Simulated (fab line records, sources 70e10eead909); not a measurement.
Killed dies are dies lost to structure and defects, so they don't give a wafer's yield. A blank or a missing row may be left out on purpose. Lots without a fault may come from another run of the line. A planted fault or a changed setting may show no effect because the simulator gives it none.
Chamber matching -- flow nand_harc -- 4 sister chambers for NHARC_P_M2_ETCH_35 on rie_diel-04
The step etches the open film in N2/H2, target depth 40 nm, overetch 12 nm, time 43.94 s. 16 wafers are shown with their chamber, then 8 later ones without.

WAFERS, EACH WITH ITS CHAMBER
wafer,chamber,drypump_motor_current_A (A),rf_vpp_V (V),oes_product_au (a.u.)
L552.1,2,6.7,433.8,0.993
L552.5,1,5.1,430.6,1.012
L552.6,0,6.0,431.0,0.993
L553.4,3,5.5,432.1,1.001
L553.5,2,6.7,432.6,1.003
L553.6,3,5.5,430.8,0.994
L565.1,0,6.1,430.3,1.008
L565.2,3,5.5,430.4,1.006
L565.6,3,5.6,431.5,0.995
L566.1,0,6.1,430.4,1.005
L566.5,2,6.7,432.5,0.998
L566.6,0,6.1,430.9,0.988
L564.1,3,5.6,430.3,0.993
L564.2,0,6.1,429.2,1.003
L564.4,0,6.1,429.1,1.005
L567.2,2,6.7,431.5,1.007

SIGNATURES (averages over the wafers above)
reading,chamber 0,chamber 1,chamber 2,chamber 3,scatter within a chamber
drypump_motor_current_A,6.083,5.100,6.700,5.540,0.0412
rf_vpp_V,430.150,430.600,432.600,431.020,0.836
oes_product_au,1.00033,1.01200,1.00025,0.99780,0.00676
Rule: a wafer's distance from a chamber is the root of the sum, over the readings, of the square of ((its reading less the chamber's mean) divided by the reading's scatter). The wafer belongs to the nearest chamber; if the next one is less than 2 further off, it can't be placed. The scatter: take each reading less its chamber's mean, square it, sum over the shown wafers, divide by the number of wafers less the number of chambers, and take the root.

WAFERS WITHOUT THEIR CHAMBER
wafer,drypump_motor_current_A (A),rf_vpp_V (V),oes_product_au (a.u.)
L567.3,5.1,430.9,1.011
L567.4,5.6,431.6,0.998
L570.1,5.1,430.9,1.008
L570.2,6.7,432.6,1.006
L570.3,6.0,431.5,0.997
L571.2,6.7,432.3,1.004
L571.5,5.6,431.2,0.999
L571.6,6.1,429.8,1.004

WHICH CHAMBER EACH ONE RAN IN
wafer,from the rows above,in truth
L567.3,1,1
L567.4,3,3
L570.1,1,1
L570.2,2,2
L570.3,0,0
L571.2,2,2
L571.5,3,3
L571.6,0,0
Correct placement for 8 of the 8. Can't be placed from these rows: 0. 0 placed wrongly.
